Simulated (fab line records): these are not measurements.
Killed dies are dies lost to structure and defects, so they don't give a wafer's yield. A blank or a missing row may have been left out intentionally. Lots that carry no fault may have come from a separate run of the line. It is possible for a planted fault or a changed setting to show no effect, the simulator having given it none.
A struck lot beside a sound one    flow n5Finfet    41 out of 1938 route steps
Sound: the wafers L343.1, L343.4, L343.6. Wafers L347.2, L347.4, L347.5 were the ones struck. At the end, the cause is stated.
For every step that has rows: the tool of each side, followed by ch and its chambers, followed by its first start. Under that, the readings that differ: sound wafers    struck wafers    difference of the means    sigmas: that difference in standard deviations of wafers without a fault.
alike: readings with means less than 2 such deviations apart, plus words and numbers identical on both sides. not compared: withheld readings, readings lacking a value on some wafer, bounds such as >300 that could conceal the same value, and numbers that have no deviation in the record and whose values overlap.
The two part at a step that has a row with sigmas, a row that says differs or no value, or rows on one side only. Numbers that have no deviation but don't overlap get no sigmas and don't part them. Lack of a reading on every wafer of one side parts them only where that side has two or more wafers.

first, 12 steps without rows for these wafers: N5_SD_EPI_N_ETCH_35 (etches SOC in N2/H2, overetch 108 nm, time 486 s); N5_SD_EPI_N_STRIP_36 (strips in N2/H2); N5_SD_EPI_N_ETCHBACK_44 (etches SiNx in CH3F/O2, stops on SiO2, target depth 14.5 nm); N5_SD_EPI_N_ETCH_45 (etches SiOCN in CH3F/O2, target depth 6 nm); N5_SD_EPI_N_ETCH_16 (etches SiO2 in CHF3/O2, target depth 5 nm); N5_SD_EPI_N_STRIP_47 (strips in CHF3/O2); N5_SD_EPI_N_SD_RECESS_17 (chemistry HBr/Cl2/O2, target depth 41 nm, time 23.7 s, bt time 3 s); N5_SD_EPI_N_STRIP_38 (strips in N2/H2); N5_SD_EPI_N_WET_ETCH_43 (etches SiO2 in dHF, time 14 s, target depth 1.5 nm); N5_SD_EPI_N_STRIP_18 (strips in SPM, time 750 s); N5_SD_EPI_N_SRD_20 (time 30 s); N5_SD_EPI_N_PRECLEAN_48 (cleans in NF3:NH3, afs cycles 2, time 20 s, sublimation time 60 s).
N5_SD_EPI_N_VAPOR_ETCH_50: etches Si in HCl, time 54 s.
  sound on epiRpcvd-01 ch 0, day 3 09:40; struck on epiRpcvd-01 ch 0, day 4 10:45
  alike: throttleValvePct
then, 5 steps without rows for these wafers: N5_SD_EPI_N_EPI_21 (deposits Si:P, time 690 s); N5_SD_EPI_N_PRECLEAN_24 (cleans in O3/DIW, time 60 s); N5_SD_EPI_N_SRD_25 (time 30 s); N5_SD_EPI_N_PRECLEAN_49 (cleans in NF3:NH3, afs cycles 1, time 20 s, sublimation time 60 s); N5_SD_EPI_N_LINER_46 (material SiNx, target thk 3 nm).
N5_SD_EPI_N_INSPECT_26: inspects for defects (darkfield).
  sound: defectInspect-01 at day 3 13:25; struck: defectInspect-01 at day 4 13:11
reading         sound        struck       difference  sigmas
rawDefectCount  222 184 243  804 813 731  +566        +15
then, 8 steps without rows for these wafers: N5_SD_EPI_P_COAT_34 (time 60 s, resist thk 350 nm); N5_SD_EPI_P_COAT_35 (time 60 s, resist thk 35 nm); N5_SD_EPI_P_COAT_03 (resist thk 150 nm); N5_SD_EPI_P_EBR_05; N5_SD_EPI_P_SOFTBAKE_04 (time 60 s); N5_SD_EPI_P_EXPOSE_06 (exposes mask SD P BLK, target cd 240 nm); N5_SD_EPI_P_PEB_07 (peb time 60 s); N5_SD_EPI_P_DEVELOP_08 (develop time 30 s).
N5_SD_EPI_P_INSPECT_11: inspects for defects (macro).
  sound: defectInspect-02 at day 3 13:52; struck: defectInspect-02 at day 4 13:38
reading         sound  struck          difference  sigmas
rawDefectCount  1 2 4  >300 >300 >300  differs     
then, 11 steps without rows for these wafers: N5_SD_EPI_P_DESCUM_14 (chemistry O2, time 7.9 s); N5_SD_EPI_P_ETCH_36 (etches SiARC in CF4, target depth 45.5 nm, time 75.8 s); N5_SD_EPI_P_ETCH_37 (etches SOC in N2/H2, overetch 108 nm, time 486 s); N5_SD_EPI_P_STRIP_38 (strips in N2/H2); N5_SD_EPI_P_ETCHBACK_46 (etches SiNx in CH3F/O2, stops on SiO2, target depth 17.5 nm); N5_SD_EPI_P_ETCH_47 (etches SiOCN in CH3F/O2, target depth 25 nm); N5_SD_EPI_P_ETCH_16 (etches SiO2 in CHF3/O2, target depth 5 nm); N5_SD_EPI_P_STRIP_50 (strips in CHF3/O2); N5_SD_EPI_P_SD_RECESS_17 (chemistry HBr/Cl2/O2, target depth 39.1 nm, bt time 3 s); N5_SD_EPI_P_WET_ETCH_45 (etches SiO2 in dHF, time 10.7 s, target depth 2 nm, rinse time 30 s); N5_SD_EPI_P_STRIP_40 (strips in N2/H2).
N5_SD_EPI_P_INSPECT_26: inspects for defects (darkfield).
  sound: defectInspect-01 at day 3 18:28; struck: defectInspect-02 at day 4 17:30
reading         sound        struck       difference  sigmas
rawDefectCount  156 147 160  789 746 695  +589        +17
-- here the record skips 10 days between the struck wafers' starts before and after, leaving off in module SD_EPI_P and picking up in module PASSIVATION (first step shown: number 1936 of the route) --
N5_PASSIVATION_PROBE_49:
  record: rows for the struck wafers here (prober-01, day 15 00:36), none for the sound ones

## WHERE THEY PART
Earliest at N5_SD_EPI_N_INSPECT_26; latest, in this record, at N5_PASSIVATION_PROBE_49.

WHY: what had been put in by the simulator
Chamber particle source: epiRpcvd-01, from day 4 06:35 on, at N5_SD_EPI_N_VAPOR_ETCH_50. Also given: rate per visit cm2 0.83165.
